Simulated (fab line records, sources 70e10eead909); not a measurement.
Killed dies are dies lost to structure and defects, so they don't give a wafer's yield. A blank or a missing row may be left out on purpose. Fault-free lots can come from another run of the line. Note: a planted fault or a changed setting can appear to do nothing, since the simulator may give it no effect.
Matching of chambers / flow nand_harc / NHARC_THIN_TSV_DEP_43 on pecvd-03 has 3 sister chambers
The step deposits SiO2, target thk 1328.5 nm. 16 wafers are shown with their chamber, then 8 later ones without.

WAFERS PAIRED WITH THEIR CHAMBERS
wafer=L486.1; chamber=0; throttle_valve_pct (%)=16.0; rf_fwd_power_W (W)=897.2
wafer=L486.2; chamber=2; throttle_valve_pct (%)=15.9; rf_fwd_power_W (W)=898.9
wafer=L486.4; chamber=2; throttle_valve_pct (%)=15.7; rf_fwd_power_W (W)=899.5
wafer=L485.2; chamber=1; throttle_valve_pct (%)=16.3; rf_fwd_power_W (W)=896.1
wafer=L485.5; chamber=1; throttle_valve_pct (%)=16.0; rf_fwd_power_W (W)=896.7
wafer=L485.6; chamber=2; throttle_valve_pct (%)=16.0; rf_fwd_power_W (W)=898.9
wafer=L488.1; chamber=2; throttle_valve_pct (%)=15.7; rf_fwd_power_W (W)=891.8
wafer=L488.5; chamber=1; throttle_valve_pct (%)=16.2; rf_fwd_power_W (W)=895.2
wafer=L488.6; chamber=0; throttle_valve_pct (%)=15.8; rf_fwd_power_W (W)=892.8
wafer=L489.1; chamber=0; throttle_valve_pct (%)=16.4; rf_fwd_power_W (W)=898.7
wafer=L489.3; chamber=2; throttle_valve_pct (%)=15.9; rf_fwd_power_W (W)=899.5
wafer=L489.4; chamber=2; throttle_valve_pct (%)=15.8; rf_fwd_power_W (W)=897.0
wafer=L492.1; chamber=2; throttle_valve_pct (%)=16.0; rf_fwd_power_W (W)=898.2
wafer=L492.5; chamber=1; throttle_valve_pct (%)=16.1; rf_fwd_power_W (W)=893.7
wafer=L492.6; chamber=2; throttle_valve_pct (%)=15.8; rf_fwd_power_W (W)=897.7
wafer=L494.1; chamber=2; throttle_valve_pct (%)=15.8; rf_fwd_power_W (W)=900.0

SIGNATURES, as means of the wafers listed above
reading=throttle_valve_pct; chamber 0=16.067; chamber 1=16.150; chamber 2=15.844; scatter within a chamber=0.161
reading=rf_fwd_power_W; chamber 0=896.233; chamber 1=895.425; chamber 2=897.944; scatter within a chamber=2.38
Rule: a wafer lies at a distance from a chamber equal to the root of the sum of squares, over the readings, of (its reading less the chamber's mean, divided by the reading's scatter). If the next closest chamber is less than 2 further off than the closest, the wafer can't be placed; otherwise it belongs to the closest. The scatter: the root of (the sum of the squares of (reading less its chamber's mean) over the shown wafers, divided by (wafers less chambers)).

WAFERS MISSING THEIR CHAMBER
wafer=L494.4; throttle_valve_pct (%)=15.6; rf_fwd_power_W (W)=902.1
wafer=L494.6; throttle_valve_pct (%)=15.7; rf_fwd_power_W (W)=899.5
wafer=L495.2; throttle_valve_pct (%)=15.9; rf_fwd_power_W (W)=896.0
wafer=L495.3; throttle_valve_pct (%)=16.2; rf_fwd_power_W (W)=894.7
wafer=L495.6; throttle_valve_pct (%)=15.8; rf_fwd_power_W (W)=896.0
wafer=L493.1; throttle_valve_pct (%)=15.6; rf_fwd_power_W (W)=901.8
wafer=L493.4; throttle_valve_pct (%)=15.8; rf_fwd_power_W (W)=896.5
wafer=L493.6; throttle_valve_pct (%)=15.9; rf_fwd_power_W (W)=897.2

EACH ONE'S CHAMBER
wafer=L494.4; from the rows above=can't be placed: 2 or 0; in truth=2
wafer=L494.6; from the rows above=can't be placed: 2 or 0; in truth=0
wafer=L495.2; from the rows above=can't be placed: 2 or 0 or 1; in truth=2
wafer=L495.3; from the rows above=can't be placed: 1 or 0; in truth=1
wafer=L495.6; from the rows above=can't be placed: 2 or 0 or 1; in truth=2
wafer=L493.1; from the rows above=can't be placed: 2 or 0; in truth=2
wafer=L493.4; from the rows above=can't be placed: 2 or 0 or 1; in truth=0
wafer=L493.6; from the rows above=can't be placed: 2 or 0 or 1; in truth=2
Correct placement for 0 of the 8. Unplaceable from these rows: 8, with the true chamber sitting among the candidates in 8. Number placed wrongly: 0.
